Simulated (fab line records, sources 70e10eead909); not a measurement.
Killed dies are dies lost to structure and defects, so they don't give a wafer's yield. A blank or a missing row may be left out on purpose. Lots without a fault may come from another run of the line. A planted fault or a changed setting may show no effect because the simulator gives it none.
Which tool did it? | flow nand_harc | 24 lots, 72 wafers sampled, at 6 steps of a route of 1159

WHAT THE GAUGES READ, wafer by wafer
The record holds no reading of a measuring or inspecting step that can be judged against a usual standard deviation.

WHICH TOOL RAN EACH LOT (tool, then ch and the chambers of the sampled wafers, then the start)
lot  | NHARC_A_M1_PRE_CLEAN_32         | NHARC_A_M1_DEP_33               | NHARC_THIN_TSV_CMP_01         | NHARC_THIN_TSV_ETCH_44             | NHARC_THIN_TSV_ETCH_15           | NHARC_THIN_TSV_STRIP_45
L077 | pecvd-01 ch 0,1,2, day 23 03:49 | pecvd-01 ch 0,1,2, day 23 03:55 | cmp-02 ch 1,2, day 23 20:33   | rie_diel-03 ch 1,2,3, day 23 22:07 | rie_si-04 ch 0,2, day 23 22:35   | plasma_asher-02 ch 1, day 23 22:51
L078 | pecvd-03 ch 0,1,2, day 23 11:42 | pecvd-03 ch 0,1,2, day 23 11:47 | cmp-01 ch 0,1,3, day 24 04:49 | rie_diel-08 ch 0,1,3, day 24 06:22 | rie_si-01 ch 0,3, day 24 06:57   | plasma_asher-02 ch 1, day 24 07:46
L074 | pecvd-03 ch 0,2, day 23 14:54   | pecvd-03 ch 0,2, day 23 15:02   | cmp-03 ch 2,3, day 24 03:36   | rie_diel-03 ch 0,3, day 24 05:14   | rie_si-04 ch 1,2,3, day 24 05:47 | plasma_asher-01 ch 0,1, day 24 05:58
L076 | pecvd-01 ch 0,1, day 23 15:15   | pecvd-01 ch 0,1, day 23 15:22   | cmp-02 ch 2,3, day 24 07:37   | rie_diel-03 ch 0,1, day 24 09:14   | rie_si-02 ch 0,2, day 24 09:49   | plasma_asher-01 ch 0,1, day 24 10:02
L075 | pecvd-03 ch 1,2, day 23 16:11   | pecvd-03 ch 1,2, day 23 16:17   | cmp-01 ch 0,2,3, day 24 08:49 | rie_diel-08 ch 1,2,3, day 24 10:29 | rie_si-04 ch 0,2, day 24 10:57   | plasma_asher-02 ch 0,1, day 24 11:11
L082 | pecvd-03 ch 0,1,2, day 23 17:13 | pecvd-03 ch 0,1,2, day 23 17:17 | cmp-03 ch 0,3, day 24 11:11   | rie_diel-08 ch 0,1,3, day 24 12:41 | rie_si-04 ch 0,2,3, day 24 13:12 | plasma_asher-01 ch 0,1, day 24 13:25
L080 | pecvd-02 ch 0,1,2, day 24 00:04 | pecvd-02 ch 0,1,2, day 24 00:14 | cmp-03 ch 2,3, day 24 16:19   | rie_diel-12 ch 0,1,3, day 24 18:03 | rie_si-04 ch 0,3, day 24 18:28   | plasma_asher-01 ch 0,1, day 24 18:49
L079 | pecvd-03 ch 0,1,2, day 24 03:47 | pecvd-03 ch 0,1,2, day 24 03:58 | cmp-01 ch 0,1,2, day 24 17:34 | rie_diel-08 ch 0,3, day 24 18:56   | rie_si-04 ch 1,2, day 24 19:31   | plasma_asher-02 ch 0,1, day 24 19:50
L081 | pecvd-02 ch 1,2, day 24 04:18   | pecvd-02 ch 1,2, day 24 04:23   | cmp-01 ch 2,3, day 24 23:38   | rie_diel-12 ch 0,2, day 25 01:15   | rie_si-04 ch 0,1,2, day 25 01:46 | plasma_asher-02 ch 0, day 25 01:59
L084 | pecvd-02 ch 0,1, day 24 04:40   | pecvd-02 ch 0,1, day 24 04:44   | cmp-03 ch 0,1,2, day 24 22:28 | rie_diel-12 ch 0,2,3, day 25 00:07 | rie_si-02 ch 0,1,3, day 25 00:34 | plasma_asher-02 ch 0, day 25 00:47
L083 | pecvd-01 ch 1,2, day 24 05:47   | pecvd-01 ch 1,2, day 24 05:54   | cmp-03 ch 0,1,3, day 25 00:52 | rie_diel-12 ch 0,3, day 25 02:27   | rie_si-01 ch 0,3, day 25 02:58   | plasma_asher-02 ch 1, day 25 03:14
L087 | pecvd-02 ch 1,2, day 24 10:37   | pecvd-02 ch 1,2, day 24 10:42   | cmp-02 ch 0,1,2, day 25 02:38 | rie_diel-12 ch 1,2, day 25 04:09   | rie_si-02 ch 0,1,2, day 25 04:45 | plasma_asher-02 ch 0,1, day 25 04:56
L088 | pecvd-01 ch 1,2, day 25 10:05   | pecvd-01 ch 1,2, day 25 10:10   | cmp-02 ch 1,2,3, day 26 02:02 | rie_diel-08 ch 0,1,3, day 26 03:40 | rie_si-01 ch 0,1, day 26 04:14   | plasma_asher-01 ch 0,1, day 26 04:29
L085 | pecvd-03 ch 1,2, day 25 10:20   | pecvd-03 ch 1,2, day 25 10:25   | cmp-02 ch 1,2, day 26 04:25   | rie_diel-12 ch 0,1,2, day 26 06:03 | rie_si-04 ch 0,3, day 26 06:34   | plasma_asher-01 ch 0,1, day 26 06:55
L089 | pecvd-03 ch 0,2, day 25 11:25   | pecvd-03 ch 0,2, day 25 11:31   | cmp-02 ch 0,2,3, day 26 03:16 | rie_diel-03 ch 2,3, day 26 04:50   | rie_si-04 ch 0,1,2, day 26 05:22 | plasma_asher-02 ch 0,1, day 26 05:34
L093 | pecvd-02 ch 1,2, day 25 12:41   | pecvd-02 ch 1,2, day 25 12:46   | cmp-03 ch 1,2, day 26 05:37   | rie_diel-08 ch 0,1,3, day 26 07:21 | rie_si-02 ch 0,2,3, day 26 07:50 | plasma_asher-02 ch 0,1, day 26 08:02
L092 | pecvd-01 ch 1,2, day 25 13:46   | pecvd-01 ch 1,2, day 25 13:50   | cmp-02 ch 2,3, day 26 06:50   | rie_diel-12 ch 1,3, day 26 08:26   | rie_si-01 ch 0,3, day 26 08:58   | plasma_asher-02 ch 0,1, day 26 09:11
L091 | pecvd-02 ch 0,1,2, day 25 13:55 | pecvd-02 ch 0,1,2, day 25 14:05 | cmp-02 ch 0,1, day 26 08:01   | rie_diel-12 ch 0,3, day 26 09:37   | rie_si-04 ch 0,1,3, day 26 10:13 | plasma_asher-02 ch 0,1, day 26 10:32
L095 | pecvd-01 ch 0,1,2, day 25 17:10 | pecvd-01 ch 0,1,2, day 25 17:14 | cmp-02 ch 0,2,3, day 26 09:18 | rie_diel-12 ch 0,2, day 26 10:55   | rie_si-02 ch 0,1,2, day 26 11:27 | plasma_asher-01 ch 0,1, day 26 11:43
L094 | pecvd-02 ch 0,2, day 25 18:45   | pecvd-02 ch 0,2, day 25 18:50   | cmp-01 ch 0,2,3, day 26 10:38 | rie_diel-03 ch 1,2, day 26 12:37   | rie_si-01 ch 1,3, day 26 13:13   | plasma_asher-02 ch 0,1, day 26 13:25
L090 | pecvd-03 ch 0,1, day 25 23:46   | pecvd-03 ch 0,1, day 25 23:51   | cmp-02 ch 0,2,3, day 26 15:38 | rie_diel-08 ch 0,2,3, day 26 17:12 | rie_si-04 ch 0,1, day 26 17:41   | plasma_asher-01 ch 0,1, day 26 17:53
L086 | pecvd-02 ch 0,1, day 26 08:39   | pecvd-02 ch 0,1, day 26 08:46   | cmp-01 ch 0,2,3, day 27 00:49 | rie_diel-03 ch 0,1,3, day 27 02:28 | rie_si-01 ch 1,3, day 27 02:56   | plasma_asher-02 ch 0,1, day 27 03:11
L097 | pecvd-02 ch 0,2, day 26 19:14   | pecvd-02 ch 0,2, day 26 19:19   | cmp-02 ch 1,2, day 27 11:10   | rie_diel-03 ch 0,2,3, day 27 12:49 | rie_si-02 ch 0,2,3, day 27 13:21 | plasma_asher-02 ch 0,1, day 27 13:32
L096 | pecvd-02 ch 1,2, day 26 20:33   | pecvd-02 ch 1,2, day 26 20:41   | cmp-02 ch 0,2,3, day 27 14:46 | rie_diel-12 ch 1,2,3, day 27 16:28 | rie_si-02 ch 1,2, day 27 16:55   | plasma_asher-02 ch 0,1, day 27 17:11
- NHARC_A_M1_PRE_CLEAN_32: time 12 s.
- NHARC_A_M1_DEP_33: deposits SiCN, target thk 30 nm.
- NHARC_THIN_TSV_CMP_01: polishes.
- NHARC_THIN_TSV_ETCH_44: etches the open film in CF4/O2, target depth 1594.2 nm, time 797.1 s.
- NHARC_THIN_TSV_ETCH_15: target depth 3000 nm, bosch target overetch cycles 2, bosch etch step 2.8 s.
- NHARC_THIN_TSV_STRIP_45: strips in O2.

WHAT THE TOOLS THEMSELVES READ (means of the sampled wafers that have a number; where no wafer has one, the mark that the record gives instead)
NHARC_A_M1_PRE_CLEAN_32. Usual: heater_power_w 650 W, standard deviation 82; rf_fwd_power_W 292.5 W, standard deviation 0.92.
lot  | tool     | heater_power_w (W) | rf_fwd_power_W (W) | flag
L077 | pecvd-01 | 644                | 292.7              |
L078 | pecvd-03 | 646                | 292.9              |
L074 | pecvd-03 | 753                | 292.9              |
L076 | pecvd-01 | 590                | 292.7              |
L075 | pecvd-03 | 653                | 293.0              |
L082 | pecvd-03 | 681                | 292.3              |
L080 | pecvd-02 | 614                | 292.2              |
L079 | pecvd-03 | 656                | 292.4              |
L081 | pecvd-02 | 634                | 291.9              |
L084 | pecvd-02 | 576                | 292.7              |
L083 | pecvd-01 | 757                | 292.7              |
L087 | pecvd-02 | 640                | 292.5              |
L088 | pecvd-01 | 621                | 293.0              |
L085 | pecvd-03 | 662                | 293.5              |
L089 | pecvd-03 | 660                | 291.9              |
L093 | pecvd-02 | 607                | 293.0              |
L092 | pecvd-01 | 731                | 292.2              |
L091 | pecvd-02 | 647                | 293.5              |
L095 | pecvd-01 | 613                | 293.4              |
L094 | pecvd-02 | 684                | 293.8              |
L090 | pecvd-03 | 707                | 293.0              |
L086 | pecvd-02 | 546                | 292.5              |
L097 | pecvd-02 | 670                | 292.0              |
L096 | pecvd-02 | 688                | 290.8              |

NHARC_A_M1_DEP_33. Usual: heater_power_w 597 W, standard deviation 82; rf_fwd_power_W 448.9 W, standard deviation 1.4; showerhead_vpp_V 1272 V, standard deviation 67.
lot  | tool     | heater_power_w (W) | rf_fwd_power_W (W) | showerhead_vpp_V (V) | flag
L077 | pecvd-01 | 594                | 449.3              | 1287                 |
L078 | pecvd-03 | 648                | 448.7              | 1281                 |
L074 | pecvd-03 | 667                | 450.0              | 1276                 |
L076 | pecvd-01 | 523                | 450.3              | 1325                 |
L075 | pecvd-03 | 588                | 449.0              | 1309                 |
L082 | pecvd-03 | 639                | 449.2              | 1278                 |
L080 | pecvd-02 | 593                | 448.4              | 1249                 |
L079 | pecvd-03 | 665                | 447.5              | 1284                 |
L081 | pecvd-02 | 559                | 449.1              | 1305                 |
L084 | pecvd-02 | 525                | 450.5              | 1266                 |
L083 | pecvd-01 | 701                | 447.8              | 1242                 |
L087 | pecvd-02 | 562                | 448.9              | 1297                 |
L088 | pecvd-01 | 588                | 448.4              | 1343                 |
L085 | pecvd-03 | 597                | 448.9              | 1288                 |
L089 | pecvd-03 | 672                | 449.4              | 1284                 |
L093 | pecvd-02 | 550                | 449.3              | 1296                 |
L092 | pecvd-01 | 639                | 446.5              | 1241                 |
L091 | pecvd-02 | 574                | 448.3              | 1251                 |
L095 | pecvd-01 | 608                | 448.8              | 1287                 |
L094 | pecvd-02 | 584                | 449.0              | 1239                 |
L090 | pecvd-03 | 659                | 446.9              | 1284                 |
L086 | pecvd-02 | 528                | 450.2              | 1212                 |
L097 | pecvd-02 | 625                | 449.9              | 1234                 |
L096 | pecvd-02 | 616                | 449.3              | 1297                 |

NHARC_THIN_TSV_CMP_01. Usual: motor_current_A 12.1 A, standard deviation 1.5.
lot  | tool   | motor_current_A (A) | flag
L077 | cmp-02 | 12.1                |
L078 | cmp-01 | 13.3                |
L074 | cmp-03 | 12.2                |
L076 | cmp-02 | 12.1                |
L075 | cmp-01 | 12.7                |
L082 | cmp-03 | 11.5                |
L080 | cmp-03 | 13.6                |
L079 | cmp-01 | 12.0                |
L081 | cmp-01 | 11.7                |
L084 | cmp-03 | 10.6                |
L083 | cmp-03 | 11.7                |
L087 | cmp-02 | 12.6                |
L088 | cmp-02 | 11.6                |
L085 | cmp-02 | 11.4                |
L089 | cmp-02 | 12.6                |
L093 | cmp-03 | 11.2                |
L092 | cmp-02 | 12.4                |
L091 | cmp-02 | 13.0                |
L095 | cmp-02 | 12.4                |
L094 | cmp-01 | 12.3                |
L090 | cmp-02 | 12.3                |
L086 | cmp-01 | 12.5                |
L097 | cmp-02 | 12.5                |
L096 | cmp-02 | 13.1                |

NHARC_THIN_TSV_ETCH_44. Usual: drypump_motor_current_A 5.7 A, standard deviation 0.55; oes_product_au 1.003 a.u., standard deviation 0.0081; rf_fwd_power_W 299.7 W, standard deviation 0.85; rf_vpp_V 795 V, standard deviation 4.7; showerhead_plenum_p_Torr 1.84 Torr, standard deviation 0.075; throttle_valve_pct 16.915 %, standard deviation 0.0085.
lot  | tool        | drypump_motor_current_A (A) | oes_product_au (a.u.) | rf_fwd_power_W (W) | rf_vpp_V (V) | showerhead_plenum_p_Torr (Torr) | throttle_valve_pct (%) | flag
L077 | rie_diel-03 | 6.0                         | 1.003                 | 299.9              | 793          | 1.81                            | 16.921                 |
L078 | rie_diel-08 | 5.6                         | 1.005                 | 299.9              | 796          | 1.86                            | 16.905                 |
L074 | rie_diel-03 | 4.8                         | 0.995                 | 299.0              | 796          | 1.87                            | 16.919                 |
L076 | rie_diel-03 | 5.2                         | 1.009                 | 300.0              | 797          | 1.87                            | 16.918                 |
L075 | rie_diel-08 | 5.7                         | 1.000                 | 299.2              | 794          | 1.83                            | 16.918                 |
L082 | rie_diel-08 | 5.5                         | 1.000                 | 299.9              | 796          | 1.86                            | 16.915                 |
L080 | rie_diel-12 | 5.9                         | 0.999                 | 299.1              | 796          | 1.87                            | 16.913                 |
L079 | rie_diel-08 | 5.8                         | 1.007                 | 299.6              | 793          | 1.81                            | 16.918                 |
L081 | rie_diel-12 | 5.4                         | 1.004                 | 299.7              | 791          | 1.77                            | 16.922                 |
L084 | rie_diel-12 | 5.5                         | 1.005                 | 298.9              | 794          | 1.83                            | 16.915                 |
L083 | rie_diel-12 | 5.7                         | 0.999                 | 299.9              | 798          | 1.89                            | 16.912                 |
L087 | rie_diel-12 | 5.7                         | 1.004                 | 299.1              | 793          | 1.80                            | 16.915                 |
L088 | rie_diel-08 | 5.5                         | 0.997                 | 300.0              | 797          | 1.86                            | 16.916                 |
L085 | rie_diel-12 | 5.7                         | 0.998                 | 299.3              | 792          | 1.80                            | 16.913                 |
L089 | rie_diel-03 | 6.2                         | 0.994                 | 299.6              | 796          | 1.87                            | 16.918                 |
L093 | rie_diel-08 | 5.6                         | 1.011                 | 299.6              | 796          | 1.86                            | 16.920                 |
L092 | rie_diel-12 | 6.2                         | 0.997                 | 299.3              | 798          | 1.90                            | 16.911                 |
L091 | rie_diel-12 | 5.7                         | 1.005                 | 299.8              | 798          | 1.89                            | 16.912                 |
L095 | rie_diel-12 | 5.4                         | 1.002                 | 299.8              | 791          | 1.77                            | 16.918                 |
L094 | rie_diel-03 | 6.6                         | 1.000                 | 299.8              | 797          | 1.87                            | 16.915                 |
L090 | rie_diel-08 | 5.8                         | 1.002                 | 298.9              | 793          | 1.81                            | 16.907                 |
L086 | rie_diel-03 | 5.3                         | 1.005                 | 299.1              | 793          | 1.81                            | 16.921                 |
L097 | rie_diel-03 | 5.5                         | 0.998                 | 300.1              | 797          | 1.86                            | 16.906                 |
L096 | rie_diel-12 | 5.9                         | 1.013                 | 299.6              | 795          | 1.86                            | 16.911                 |

NHARC_THIN_TSV_ETCH_15. Usual: drypump_motor_current_A 5.9 A, standard deviation 0.39.
lot  | tool      | drypump_motor_current_A (A) | flag
L077 | rie_si-04 | 5.6                         |
L078 | rie_si-01 | 5.7                         |
L074 | rie_si-04 | 5.9                         |
L076 | rie_si-02 | 5.9                         |
L075 | rie_si-04 | 5.5                         |
L082 | rie_si-04 | 5.5                         |
L080 | rie_si-04 | 5.4                         |
L079 | rie_si-04 | 6.2                         |
L081 | rie_si-04 | 5.9                         |
L084 | rie_si-02 | 6.1                         |
L083 | rie_si-01 | 5.8                         |
L087 | rie_si-02 | 6.0                         |
L088 | rie_si-01 | 6.0                         |
L085 | rie_si-04 | 5.4                         |
L089 | rie_si-04 | 5.9                         |
L093 | rie_si-02 | 5.9                         |
L092 | rie_si-01 | 5.8                         |
L091 | rie_si-04 | 5.7                         |
L095 | rie_si-02 | 6.0                         |
L094 | rie_si-01 | 5.6                         |
L090 | rie_si-04 | 5.8                         |
L086 | rie_si-01 | 5.6                         |
L097 | rie_si-02 | 5.9                         |
L096 | rie_si-02 | 6.0                         |

NHARC_THIN_TSV_STRIP_45. Usual: drypump_motor_current_A 5.8 A, standard deviation 0.3; heater_power_w 325 W, standard deviation 27.
lot  | tool            | drypump_motor_current_A (A) | heater_power_w (W) | flag
L077 | plasma_asher-02 | 6.2                         | 306                |
L078 | plasma_asher-02 | 6.2                         | 313                |
L074 | plasma_asher-01 | 5.4                         | 308                |
L076 | plasma_asher-01 | 5.4                         | 314                |
L075 | plasma_asher-02 | 6.0                         | 330                |
L082 | plasma_asher-01 | 5.4                         | 310                |
L080 | plasma_asher-01 | 5.4                         | 308                |
L079 | plasma_asher-02 | 5.9                         | 344                |
L081 | plasma_asher-02 | 5.8                         | 360                |
L084 | plasma_asher-02 | 5.8                         | 358                |
L083 | plasma_asher-02 | 6.2                         | 310                |
L087 | plasma_asher-02 | 6.1                         | 325                |
L088 | plasma_asher-01 | 5.4                         | 308                |
L085 | plasma_asher-01 | 5.5                         | 296                |
L089 | plasma_asher-02 | 5.9                         | 340                |
L093 | plasma_asher-02 | 5.9                         | 347                |
L092 | plasma_asher-02 | 6.0                         | 325                |
L091 | plasma_asher-02 | 6.0                         | 327                |
L095 | plasma_asher-01 | 5.5                         | 299                |
L094 | plasma_asher-02 | 5.9                         | 343                |
L090 | plasma_asher-01 | 5.4                         | 311                |
L086 | plasma_asher-02 | 6.0                         | 328                |
L097 | plasma_asher-02 | 6.0                         | 329                |
L096 | plasma_asher-02 | 6.1                         | 326                |

THE ANSWER, worked out from the rows above alone
Rule: a lot is off if the mean of its wafers that have a number lies more than 3 standard deviations from the usual mean. A lot without any number at a reading at which 4 lots or more have one is off too. The other lots that the step has rows for count as sound. The gauges are gone through in route order, then the tools' own readings, and for those a lot's mean is taken as printed above. The first step at which some lot is off is used, and at that step the reading that is off furthest; a lot without a number counts as furthest.
No lot is off at any reading shown: from this, nothing can be told.

WHAT THE SIMULATOR HAD PUT IN
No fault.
